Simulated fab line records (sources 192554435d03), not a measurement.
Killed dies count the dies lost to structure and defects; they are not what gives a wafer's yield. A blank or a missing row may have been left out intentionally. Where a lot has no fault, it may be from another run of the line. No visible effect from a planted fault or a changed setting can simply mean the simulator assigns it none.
Matching of chambers | flow n5-finfet | 4 sister chambers for N5_BEOL_M8_ALD_77 on ald-metal-04
The step deposits TaN, target thk 2 nm, pulse time 2 s, purge time 3 s. 4 wafers are shown with their chamber, then 7 later ones without.

## WAFERS PAIRED WITH THEIR CHAMBERS
wafer  | chamber | heater-power-w (W)
L084.1 | 1       | 438
L084.3 | 0       | 381
L085.1 | 2       | 474
L085.2 | 3       | 419

## WAFERS WITHOUT THEIR CHAMBER
wafer  | heater-power-w (W)
L085.6 | 469
L091.1 | 416
L091.3 | 448
L091.4 | 394
L096.4 | 460
L096.5 | 429
L096.6 | 391

## EACH ONE'S CHAMBER
wafer  | from the rows above          | in truth
L085.6 | 2                            | 2
L091.1 | can't be placed: 3 or 1      | 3
L091.3 | can't be placed: 1 or 2 or 3 | 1
L091.4 | can't be placed: 0 or 3      | 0
L096.4 | can't be placed: 2 or 1      | 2
L096.5 | can't be placed: 1 or 3      | 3
L096.6 | can't be placed: 0 or 3      | 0
Correctly placed: 1 of 7. Unplaceable from these rows: 6, with the true chamber sitting among the candidates in 6. Placed wrongly: 0.
How it was worked out, from the rows above alone: a wafer's distance from a chamber is the root of the sum, over the readings, of the square of ((its reading less the chamber's mean) divided by the reading's scatter). The wafer belongs to the nearest chamber; if the next one is less than 2 further off, it can't be placed. The mean given for a chamber averages the wafers shown for that chamber. The scatter: with one shown wafer a chamber, the root of the mean of the squares of how far each hidden wafer lies from its nearest shown one.
